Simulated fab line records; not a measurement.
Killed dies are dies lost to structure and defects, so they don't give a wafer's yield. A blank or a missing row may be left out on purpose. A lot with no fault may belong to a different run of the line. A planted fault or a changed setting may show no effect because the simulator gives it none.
fab line records -- flow nand_harc -- part 2 of 2: steps 24 to 35 of 35
[record] lots = 5, wafers = 15, last_day = 33
route steps=1302 shown THIN_TSV@1257
lots that met no fault: from a run of the same line without faults
start_h: the number of hours between the record's first day and the start of the first shown wafer of the lot -- wait_h: hours elapsed since this lot's preceding step -- " repeats the value in the row above -- L1.1+2: one row covering several wafers at once -- - no value, or no start was given -- * or withheld: withheld -- < > ~ a bound
route shown NAME@n: NAME is a module with steps in the file, n the number in the route of the first one -- usual: mean/standard deviation taken from wafers without a fault -- same: alike in all rows -- chamber/n: place in a boat -- sites: each site's reading -- _std_site: the values' standard deviation -- _edge_site: mean of outer sites minus mean of inner sites -- radius_mm: for every site, how far away it sits from the centre of the wafer -- mask NAME#n: copy n -- behind: the last tool/chamber to shape the wafer -- hold: why the lot went on hold/how many hours it stayed there/how the hold came to an end -- device: the transistor (n, p or np) that didn't switch -- end of line: at the end of the route, the tests of the same wafers -- step lacking rows: just its recipe -- killed: at the first sort, the dies lost to defects and structure; wafer yield is something else -- map: shows each die of a wafer: x if killed, . if not, _ if none is there
set.NAME: the setting as run; set.NAME@STEP: as run at that earlier step -- model.NAME: the simulator's own value behind a step, which no gauge read
a table for each step, a row for each wafer; lots at some steps of the route
services: when a tool's chamber went out of use (start_h, in hours from the record's first day, below 0 if earlier), for how many hours, and the reason
[[steps]]
[step NHARC_THIN_TSV_PVD_55]
[recipe] target_thk_a = 500, material = TiN
lot.wafer,tool,chamber,start_h,wait_h
L075.4+5+6,pvd_sputter-01,-,530.74,0.1
L085.1+3+5,pvd_sputter-03,-,736.40,0.1
L087.4+3+6,pvd_sputter-03,-,737.47,0.1
L093.3+4+1,pvd_sputter-02,-,744.84,0.1
L097.4+2+5,pvd_sputter-03,-,755.01,0.0
[step NHARC_THIN_TSV_PVD_24]
[recipe] target_thk_a = 8000, power_w = withheld, chamber_pressure_pa = withheld, substrate_temp_c = withheld, time_s = withheld, gas = Ar, material = Al
lot.wafer,tool,chamber,start_h,wait_h
L075.4+6+5,pvd_sputter-01,-,531.01,0.3
L085.3+1+5,pvd_sputter-03,-,736.52,0.1
L087.4+3+6,pvd_sputter-03,-,737.60,0.1
L093.3+1+4,pvd_sputter-02,-,745.05,0.2
L097.2+4+5,pvd_sputter-03,-,755.16,0.1
[step NHARC_THIN_TSV_DEHYDRATE_25]
[recipe] temp_c = 150, time_s = 120
[usual] exhaust_pa = 45.1/0.94
lot.wafer,tool,chamber,start_h,wait_h,exhaust_pa
L075.4,litho_track-05,0,531.27,-,46.4
L075.5,litho_track-05,0,531.27,-,46.3
L075.6,litho_track-05,0,531.27,-,46.6
L085.1,litho_track-03,0,736.93,-,45.6
L085.3,litho_track-03,0,736.93,-,44.9
L085.5,litho_track-03,0,736.93,-,44.4
L087.3,litho_track-03,0,738.03,-,45.7
L087.4,litho_track-03,0,738.03,-,45.7
L087.6,litho_track-03,0,738.03,-,46.0
L093.1,litho_track-03,0,745.40,-,45.3
L093.3,litho_track-03,0,745.40,-,44.6
L093.4,litho_track-03,0,745.40,-,44.9
L097.2,litho_track-03,0,755.57,-,44.3
L097.4,litho_track-03,0,755.57,-,44.4
L097.5,litho_track-03,0,755.57,-,45.0
[step NHARC_THIN_TSV_HMDS_26]
[recipe] time_s = 30
[usual] exhaust_pa = 45.2/0.93
lot.wafer,tool,chamber,start_h,wait_h,exhaust_pa
L075.4,litho_track-05,0,-,-,44.9
L075.5,litho_track-05,0,-,-,44.7
L075.6,litho_track-05,0,-,-,44.7
L085.1,litho_track-03,0,-,-,45.2
L085.3,litho_track-03,0,-,-,44.9
L085.5,litho_track-03,0,-,-,44.8
L087.3,litho_track-03,0,-,-,45.2
L087.4,litho_track-03,0,-,-,44.5
L087.6,litho_track-03,0,-,-,43.3
L093.1,litho_track-03,0,-,-,46.2
L093.3,litho_track-03,0,-,-,46.9
L093.4,litho_track-03,0,-,-,46.0
L097.2,litho_track-03,0,-,-,44.1
L097.4,litho_track-03,0,-,-,44.3
L097.5,litho_track-03,0,-,-,44.9
[step NHARC_THIN_TSV_COAT_27]
[recipe] spin_rpm = *
[usual] exhaust_pa = 44.8/0.91
lot.wafer,tool,chamber,start_h,wait_h,exhaust_pa
L075.4,litho_track-05,0,-,-,44.8
L075.5,litho_track-05,0,-,-,46.9
L075.6,litho_track-05,0,-,-,44.4
L085.1,litho_track-03,0,-,-,44.4
L085.3,litho_track-03,0,-,-,45.4
L085.5,litho_track-03,0,-,-,45.7
L087.3,litho_track-03,0,-,-,45.1
L087.4,litho_track-03,0,-,-,44.3
L087.6,litho_track-03,0,-,-,44.0
L093.1,litho_track-03,0,-,-,46.0
L093.3,litho_track-03,0,-,-,45.5
L093.4,litho_track-03,0,-,-,44.4
L097.2,litho_track-03,0,-,-,43.8
L097.4,litho_track-03,0,-,-,44.4
L097.5,litho_track-03,0,-,-,43.9
[step NHARC_THIN_TSV_SOFTBAKE_28]
[recipe] temp_c = 122, time_s = 95
[usual] exhaust_pa = 44.8/0.94
lot.wafer,tool,chamber,start_h,wait_h,exhaust_pa
L075.4,litho_track-05,0,-,-,44.8
L075.5,litho_track-05,0,-,-,44.5
L075.6,litho_track-05,0,-,-,44.3
L085.1,litho_track-03,0,-,-,44.3
L085.3,litho_track-03,0,-,-,45.9
L085.5,litho_track-03,0,-,-,44.1
L087.3,litho_track-03,0,-,-,45.0
L087.4,litho_track-03,0,-,-,45.7
L087.6,litho_track-03,0,-,-,45.7
L093.1,litho_track-03,0,-,-,44.9
L093.3,litho_track-03,0,-,-,44.9
L093.4,litho_track-03,0,-,-,44.7
L097.2,litho_track-03,0,-,-,44.8
L097.4,litho_track-03,0,-,-,43.1
L097.5,litho_track-03,0,-,-,42.8
[step NHARC_THIN_TSV_EBR_29]
[usual] exhaust_pa = 45.0/0.88
lot.wafer,tool,chamber,start_h,wait_h,exhaust_pa
L075.4,litho_track-05,0,-,-,43.5
L075.5,litho_track-05,0,-,-,44.9
L075.6,litho_track-05,0,-,-,45.3
L085.1,litho_track-03,0,-,-,44.4
L085.3,litho_track-03,0,-,-,44.0
L085.5,litho_track-03,0,-,-,46.1
L087.3,litho_track-03,0,-,-,45.5
L087.4,litho_track-03,0,-,-,44.4
L087.6,litho_track-03,0,-,-,43.8
L093.1,litho_track-03,0,-,-,42.6
L093.3,litho_track-03,0,-,-,44.8
L093.4,litho_track-03,0,-,-,44.8
L097.2,litho_track-03,0,-,-,44.2
L097.4,litho_track-03,0,-,-,44.5
L097.5,litho_track-03,0,-,-,46.1
[step NHARC_THIN_TSV_EXPOSE_30]
[recipe] na = 0.55, dose_mj = 11.47, mask_id = PAD
lot.wafer,tool,chamber,start_h,wait_h,mask
L075.4+5+6,krf_scanner-03,0,531.56,-,PAD#0
L085.1+3+5,krf_scanner-01,0,737.08,-,PAD#0
L087.3+4+6,krf_scanner-01,0,738.18,-,PAD#0
L093.1+3+4,krf_scanner-01,0,745.67,-,PAD#0
L097.2+4+5,krf_scanner-01,0,755.85,-,PAD#0
[step NHARC_THIN_TSV_PEB_31]
[recipe] peb_temp_c = 118, peb_time_s = 85
[usual] exhaust_pa = 44.9/0.87
lot.wafer,tool,chamber,start_h,wait_h,exhaust_pa
L075.4,litho_track-03,0,531.61,0.0,45.0
L075.5,litho_track-03,0,531.61,0.0,44.8
L075.6,litho_track-03,0,531.61,0.0,43.9
L085.1,litho_track-03,0,737.14,0.1,46.0
L085.3,litho_track-03,0,737.14,0.1,45.2
L085.5,litho_track-03,0,737.14,0.1,45.1
L087.3,litho_track-03,0,738.24,0.1,44.9
L087.4,litho_track-03,0,738.24,0.1,45.2
L087.6,litho_track-03,0,738.24,0.1,45.6
L093.1,litho_track-05,0,745.74,0.1,44.7
L093.3,litho_track-05,0,745.74,0.1,45.1
L093.4,litho_track-05,0,745.74,0.1,44.8
L097.2,litho_track-03,0,755.91,0.1,44.1
L097.4,litho_track-03,0,755.91,0.1,43.8
L097.5,litho_track-03,0,755.91,0.1,45.3
[step NHARC_THIN_TSV_DEVELOP_32]
[recipe] time_s = 70
[usual] exhaust_pa = 44.9/0.86
lot.wafer,tool,chamber,start_h,wait_h,exhaust_pa
L075.4,litho_track-03,0,-,-,44.9
L075.5,litho_track-03,0,-,-,44.3
L075.6,litho_track-03,0,-,-,44.3
L085.1,litho_track-03,0,-,-,45.4
L085.3,litho_track-03,0,-,-,45.4
L085.5,litho_track-03,0,-,-,45.1
L087.3,litho_track-03,0,-,-,44.4
L087.4,litho_track-03,0,-,-,43.9
L087.6,litho_track-03,0,-,-,44.3
L093.1,litho_track-05,0,-,-,44.5
L093.3,litho_track-05,0,-,-,45.3
L093.4,litho_track-05,0,-,-,45.4
L097.2,litho_track-03,0,-,-,46.7
L097.4,litho_track-03,0,-,-,46.0
L097.5,litho_track-03,0,-,-,46.6
[step NHARC_THIN_TSV_CD_MEAS_33]
[recipe] target_cd_nm = 5000, landing_energy_ev = 500
[usual] cd_nm = 5000.0/1.4
lot.wafer,tool,chamber,start_h,wait_h,cd_nm
L075.4,cd_sem-02,0,531.71,-,5002.1
L075.5,cd_sem-02,0,531.71,-,4999.3
L075.6,cd_sem-02,0,531.71,-,5000.8
L085.1,cd_sem-02,0,737.24,-,4999.6
L085.3,cd_sem-02,0,737.24,-,4999.0
L085.5,cd_sem-02,0,737.24,-,5000.4
L087.3,cd_sem-03,0,738.33,-,4997.7
L087.4,cd_sem-03,0,738.33,-,4997.9
L087.6,cd_sem-03,0,738.33,-,4999.7
L093.1,cd_sem-01,0,745.83,-,4998.8
L093.3,cd_sem-01,0,745.83,-,4999.0
L093.4,cd_sem-01,0,745.83,-,4998.5
L097.2,cd_sem-02,0,756.00,-,4999.1
L097.4,cd_sem-02,0,756.00,-,4999.0
L097.5,cd_sem-02,0,756.00,-,4999.6
[step NHARC_THIN_TSV_HARDBAKE_34]
[recipe] temp_c = 125, time_s = 80
[usual] exhaust_pa = 45.0/0.84
lot.wafer,tool,chamber,start_h,wait_h,exhaust_pa
L075.4,litho_track-03,0,531.79,-,45.5
L075.5,litho_track-03,0,531.79,-,44.8
L075.6,litho_track-03,0,531.79,-,45.0
L085.1,litho_track-03,0,737.32,-,44.9
L085.3,litho_track-03,0,737.32,-,47.2
L085.5,litho_track-03,0,737.32,-,45.7
L087.3,litho_track-05,0,738.41,-,44.2
L087.4,litho_track-05,0,738.41,-,44.6
L087.6,litho_track-05,0,738.41,-,44.2
L093.1,litho_track-07,0,745.91,-,45.4
L093.3,litho_track-07,0,745.91,-,44.3
L093.4,litho_track-07,0,745.91,-,44.1
L097.2,litho_track-03,0,756.08,-,45.3
L097.4,litho_track-03,0,756.08,-,44.8
L097.5,litho_track-03,0,756.08,-,44.8
[[services]]
tool,chamber,start_h,hours,kind
pvd_sputter-03,-,502.00,10.0,pm
rie_diel-06,-,508.91,0.5,repair
rie_diel-08,-,520.80,9.0,pm
pvd_sputter-01,-,522.19,4.6,repair
ecd_cu-01,-,525.64,1.3,repair
rie_diel-06,1,535.57,6.8,repair
pvd_sputter-01,-,542.20,7.5,repair
pvd_sputter-03,-,546.45,0.7,repair
pvd_sputter-01,-,558.04,10.0,pm
ecd_cu-01,-,574.90,1.2,repair
litho_track-07,-,577.00,7.0,pm
rie_diel-06,0,585.90,14.8,repair
rie_diel-06,2,585.93,2.6,repair
pvd_sputter-03,-,599.95,7.5,repair
litho_track-03,-,601.00,7.0,pm
litho_track-05,-,625.01,7.0,pm
pvd_sputter-03,-,629.89,4.8,repair
rie_diel-08,-,636.21,1.3,repair
plasma_asher-01,-,672.75,9.0,pm
pvd_sputter-03,-,680.00,10.0,pm
rie_diel-08,-,697.80,9.0,pm
pvd_sputter-03,-,709.45,0.8,repair
pvd_sputter-01,-,736.04,10.0,pm
pvd_sputter-01,-,748.33,26.2,repair
